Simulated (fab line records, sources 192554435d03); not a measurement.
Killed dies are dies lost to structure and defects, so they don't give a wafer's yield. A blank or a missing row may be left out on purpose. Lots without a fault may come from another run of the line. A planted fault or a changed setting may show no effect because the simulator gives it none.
Split-lot experiment | flow n5_finfet | 7 lots, 39 wafers read, on a route of 1938 steps

THE SPLIT
At N5_BEOL_M2_DESCUM_16 (chemistry O2, time 7 s), the setting time_s was moved away from the recipe's 7 s on 18 of the 39 wafers read, by -42.4% to +54.4%. The other wafers ran this setting at the recipe's value.

The reading is taken at the split's own step.

THE READING
CAR-EUV_of_BEOL_M2_COAT_05.thk_nm (the simulator's own value, which no gauge read), in nm, at N5_BEOL_M2_DESCUM_16 (chemistry O2, time 7 s). The file gives no usual value for it. The 21 wafers here that ran the recipe average 26.1 nm, standard deviation 0.11 nm.

wafer  | tool, chamber at the split | time_s as run, s | against the recipe | CAR-EUV_of_BEOL_M2_COAT_05.thk_nm, nm | against lot-mates on the recipe
L079.1 | rie_diel-06, 0,2,0         | 4.032            | -42.4%             | 27.6                                  | +1.5
L079.2 | rie_diel-06, 0,2,0         | 4.032            | -42.4%             | 27.6                                  | +1.5
L079.5 | rie_diel-06, 0,2,0         | 4.032            | -42.4%             | 27.6                                  | +1.5
L079.3 | rie_diel-06, 3,1           | 7                | recipe             | 26                                    | -
L079.4 | rie_diel-06, 3,1           | 7                | recipe             | 26                                    | -
L079.6 | rie_diel-06, 1             | 7                | recipe             | 26.2                                  | -
L081.1 | rie_diel-06, 1             | 7                | recipe             | 26                                    | -
L081.3 | rie_diel-06, 0,2           | 7                | recipe             | 26.2                                  | -
L081.6 | rie_diel-06, 0,2           | 7                | recipe             | 26.2                                  | -
L080.1 | rie_diel-01, 3             | 7                | recipe             | 26                                    | -
L080.6 | rie_diel-01, 3             | 7                | recipe             | 26                                    | -
L080.2 | rie_diel-01, 1             | 10.81            | +54.4%             | 24                                    | -2.1
L080.3 | rie_diel-01, 0             | 7                | recipe             | 26.2                                  | -
L080.4 | rie_diel-01, 2             | 10.81            | +54.4%             | 24.2                                  | -1.9
L080.5 | rie_diel-01, 2             | 10.81            | +54.4%             | 24.2                                  | -1.9
L085.1 | rie_diel-05, 2             | 4.073            | -41.8%             | 27.6                                  | +1.6
L085.2 | rie_diel-05, 3,1,1         | 7                | recipe             | 26                                    | -
L085.3 | rie_diel-05, 3,1,1         | 7                | recipe             | 26                                    | -
L085.5 | rie_diel-05, 3,1,1         | 7                | recipe             | 26                                    | -
L085.4 | rie_diel-05, 0             | 4.073            | -41.8%             | 27.4                                  | +1.4
L085.6 | rie_diel-05, 0             | 4.073            | -41.8%             | 27.4                                  | +1.4
L092.1 | rie_diel-05, 1,3,1         | 7                | recipe             | 26.2                                  | -
L092.3 | rie_diel-05, 1,3,1         | 7                | recipe             | 26.2                                  | -
L092.5 | rie_diel-05, 1,3,1         | 7                | recipe             | 26.2                                  | -
L092.2 | rie_diel-05, 2,2,3         | 9.935            | +41.9%             | 24.8                                  | -1.4
L092.4 | rie_diel-05, 2,2,3         | 9.935            | +41.9%             | 24.8                                  | -1.4
L092.6 | rie_diel-05, 2,2,3         | 9.935            | +41.9%             | 24.8                                  | -1.4
L093.1 | rie_diel-01, 1,3           | 7                | recipe             | 26                                    | -
L093.3 | rie_diel-01, 1,3           | 7                | recipe             | 26                                    | -
L093.2 | rie_diel-01, 0,2           | 4.493            | -35.8%             | 27.4                                  | +1.3
L093.6 | rie_diel-01, 0,2           | 4.493            | -35.8%             | 27.4                                  | +1.3
L093.4 | rie_diel-01, 2             | 4.493            | -35.8%             | 27.2                                  | +1.1
L093.5 | rie_diel-01, 1             | 7                | recipe             | 26.2                                  | -
L095.1 | rie_diel-06, 1             | 7                | recipe             | 26                                    | -
L095.6 | rie_diel-06, 1             | 7                | recipe             | 26                                    | -
L095.2 | rie_diel-06, 3,0,0         | 4.522            | -35.4%             | 27.2                                  | +1.3
L095.3 | rie_diel-06, 3,0,0         | 4.522            | -35.4%             | 27.2                                  | +1.3
L095.5 | rie_diel-06, 3,0,0         | 4.522            | -35.4%             | 27.2                                  | +1.3
L095.4 | rie_diel-06, 3             | 7                | recipe             | 25.8                                  | -
Where a row lists several chambers, the file gives one row for several wafers and doesn't say which wafer went through which chamber.

THE FIT
A straight line over all 39 wafers: CAR-EUV_of_BEOL_M2_COAT_05.thk_nm changes by -0.034 nm for each +1% of time_s; r = -0.99; the points scatter about the line by 0.11 nm.
The same after taking each lot's own level away (the mean of its wafers on the recipe; 39 wafers): -0.0352 nm for each +1%; r = -1.00; scatter 0.08 nm.
On that fit, the largest move of time_s shifts the reading by 1.9 nm.
The lots' own levels span 25.93 to 26.20 nm, that is 2.4 times the standard deviation above.
So the lot-to-lot level changes the slope little: the two slopes agree.
Check: with one of the wafers moved furthest among these (+54.4%) left out of the fit, the line predicts -1.88 nm for it against its lot-mates. It came out at -2.07 nm against them.

OTHER SPLITS ON THESE WAFERS
These wafers also went through other splits before the reading. Each is held against what the fit with the lots' levels taken away leaves over:
other split on the same wafers                  | wafers away from the commonest value | r with CAR-EUV_of_BEOL_M2_COAT_05.thk_nm (lot level and that fit taken away)
N5_FIN_SAQP_ALD_61 ald_cycles                   | 15                                   | -0.14
N5_MOL_CONTACT_COAG_DESCUM_45 time_s            | 15                                   | +0.30
N5_MOL_CONTACT_COAG_VIA_ETCH_117 target_depth_a | 9                                    | -0.36

THE FILE'S OWN FIT
CAR-EUV_of_BEOL_M2_COAT_05.thk_nm changes by -0.0352 nm for each +1% of time_s, r = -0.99.
